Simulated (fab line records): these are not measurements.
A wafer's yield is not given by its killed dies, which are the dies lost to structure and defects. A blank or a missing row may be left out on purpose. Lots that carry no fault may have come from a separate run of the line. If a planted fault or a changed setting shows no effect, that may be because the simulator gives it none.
Split-lot trial    flow n5-finfet    route with 1938 steps; 7 lots, 39 wafers read

== ABOUT THE SPLIT ==
At N5_BEOL_M9_TRENCH_ETCH_37 (etches SiCOH lowk in C4F6/O2, target depth 151.43 nm, time 49 s), the setting target-depth-a was moved away from the recipe's 1514.3 angstrom on 12 of the 39 wafers read, by +19.5% to +49.4%. The other wafers ran this setting at the recipe's value.

== FROM THE SPLIT TO THE READING: what the file shows between them, 4 steps ==
- N5_BEOL_M9_ETCH_41: etches SiCN in CH3F/O2, target depth 36.6 nm, time 70.1 s
- N5_BEOL_M9_STRIP_80: strips in N2/H2, time 10 s
- N5_BEOL_M9_ECD_50: material Cu, target thk 318 nm
- N5_BEOL_M9_ANNEAL_51: time 90 s

== THE READING ==
Cu_of_BEOL_M9_ECD_50.thk-nm (the simulator's own value, which no gauge read), in nm, at N5_BEOL_M9_CMP_52 (polishes, stops on SiCOH lowk, t overpolish 7 s, target thk 140 nm). The file does not state a usual value for it. Across the 27 wafers here that went through the recipe, the average is 138.6 nm and the standard deviation 2.1 nm.

wafer   tool, chamber at the split  target-depth-a as run, angstrom  against the recipe  Cu_of_BEOL_M9_ECD_50.thk-nm, nm  against lot-mates on the recipe
L076.1  rie-diel-01, 0              1514.3                           recipe              139.4                            -
L076.2  rie-diel-01, 3              2263                             +49.4%              220                              +78.7
L076.3  rie-diel-01, 1              1514.3                           recipe              138.6                            -
L076.4  rie-diel-01, 2              2263                             +49.4%              222.4                            +81.1
L076.5  rie-diel-01, 2              1514.3                           recipe              145.8                            -
L076.6  rie-diel-01, 3              2263                             +49.4%              220.6                            +79.3
L081.4  rie-diel-03, 3              1815                             +19.9%              169.6                            +31.1
L081.1  rie-diel-03, 1              1514.3                           recipe              139.2                            -
L081.2  rie-diel-03, 2              1514.3                           recipe              138.4                            -
L081.3  rie-diel-03, 0              1514.3                           recipe              137.8                            -
L081.5  rie-diel-03, 1              1815                             +19.9%              168.2                            +29.7
L081.6  rie-diel-03, 0              1815                             +19.9%              167                              +28.5
L078.4  rie-diel-02, 1              1514.3                           recipe              138.2                            -
L078.2  rie-diel-02, 0              1514.3                           recipe              136.6                            -
L078.6  rie-diel-02, 2              1514.3                           recipe              140.6                            -
L084.2  rie-diel-03, 0,2            1514.3                           recipe              141.2                            -
L084.3  rie-diel-03, 1              1514.3                           recipe              137.4                            -
L084.1  rie-diel-03, 3              1514.3                           recipe              134.4                            -
L084.4  rie-diel-03, 0,2            1514.3                           recipe              139.6                            -
L084.6  rie-diel-03, 0              1514.3                           recipe              138.8                            -
L084.5  rie-diel-03, 3              1514.3                           recipe              135.6                            -
L087.3  rie-diel-03, 1              1514.3                           recipe              139.2                            -
L087.1  rie-diel-03, 0              2230                             +47.3%              210.4                            +70.5
L087.2  rie-diel-03, 2              1514.3                           recipe              141                              -
L087.4  rie-diel-03, 3              1514.3                           recipe              139.6                            -
L087.6  rie-diel-03, 3              2230                             +47.3%              209.8                            +69.9
L087.5  rie-diel-03, 2              2230                             +47.3%              211.6                            +71.7
L090.1  rie-diel-03, 0              1810                             +19.5%              169                              +30.7
L090.3  rie-diel-03, 1              1514.3                           recipe              137.2                            -
L090.4  rie-diel-03, 3              1514.3                           recipe              138.2                            -
L090.2  rie-diel-03, 2              1810                             +19.5%              168.2                            +29.9
L090.6  rie-diel-03, 3              1810                             +19.5%              167.4                            +29.1
L090.5  rie-diel-03, 0              1514.3                           recipe              139.6                            -
L096.1  rie-diel-03, 3              1514.3                           recipe              137.2                            -
L096.2  rie-diel-03, 0              1514.3                           recipe              139                              -
L096.4  rie-diel-03, 1              1514.3                           recipe              138.2                            -
L096.3  rie-diel-03, 2              1514.3                           recipe              138                              -
L096.5  rie-diel-03, 2              1514.3                           recipe              138                              -
L096.6  rie-diel-03, 3              1514.3                           recipe              136.6                            -
If several chambers appear in one row, that row covers several wafers at once and the file leaves open which wafer was in which chamber.

THE FIT
A straight line over all 39 wafers: Cu_of_BEOL_M9_ECD_50.thk-nm changes by +1.59 nm for each +1% of target-depth-a; r = +1.00; the points scatter about the line by 2.4 nm.
The same after taking each lot's own level away (the mean of its wafers on the recipe; 39 wafers): +1.55 nm for each +1%; r = +1.00; scatter 2 nm.
That fit puts the effect of the largest move of target-depth-a on the reading at 77 nm.
Across the lots, their own levels run from 137.83 to 141.27 nm, a range of 1.7 times the standard deviation given above.
Hence the lot-to-lot level has little effect on the slope; both slopes agree.
Check: for one of the wafers moved furthest among these (+49.4%), held out of the fit, the line's prediction against its lot-mates is +76.3 nm. It came out at +78.7 nm against them.

== ADDITIONAL SPLITS CARRIED BY THESE WAFERS ==
Note: prior to the reading, these wafers also went through further splits. Each is held against what the fit with the lots' levels taken away leaves over:
other split on the same wafers  wafers away from the commonest value  r with Cu_of_BEOL_M9_ECD_50.thk-nm (lot level and that fit taken away)
N5_BEOL_M9_ILD_DEP_00 time-s    12                                    -0.10

== THE WHOLE CHAIN: every reading that the file lists as answering this split, in the file's order ==
step                       what it does                                                        reading                                                                           change (the file's fit)                 r (the file's)
N5_BEOL_M9_TRENCH_ETCH_37  etches SiCOH lowk in C4F6/O2, target depth 151.43 nm, time 49 s     BEOL_M9.feature-depth-nm (the simulator's own value, which no gauge read)         +1.58 nm for each +1% of the setting    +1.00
N5_BEOL_M9_TRENCH_ETCH_37  etches SiCOH lowk in C4F6/O2, target depth 151.43 nm, time 49 s     etch.depth-nm (the simulator's own value, which no gauge read)                    +1.58 nm for each +1% of the setting    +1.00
N5_BEOL_M9_TRENCH_ETCH_37  etches SiCOH lowk in C4F6/O2, target depth 151.43 nm, time 49 s     TiN_of_BEOL_M9_HM_DEP_02.thk-nm (the simulator's own value, which no gauge read)  -0.0442 nm for each +1% of the setting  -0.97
N5_BEOL_M9_CMP_52          polishes, stops on SiCOH lowk, t overpolish 7 s, target thk 140 nm  Cu_of_BEOL_M9_ECD_50.thk-nm (the simulator's own value, which no gauge read)      +1.55 nm for each +1% of the setting    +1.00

== FILE'S OWN FIT ==
Cu_of_BEOL_M9_ECD_50.thk-nm changes by +1.55 nm for each +1% of target-depth-a, r = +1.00.
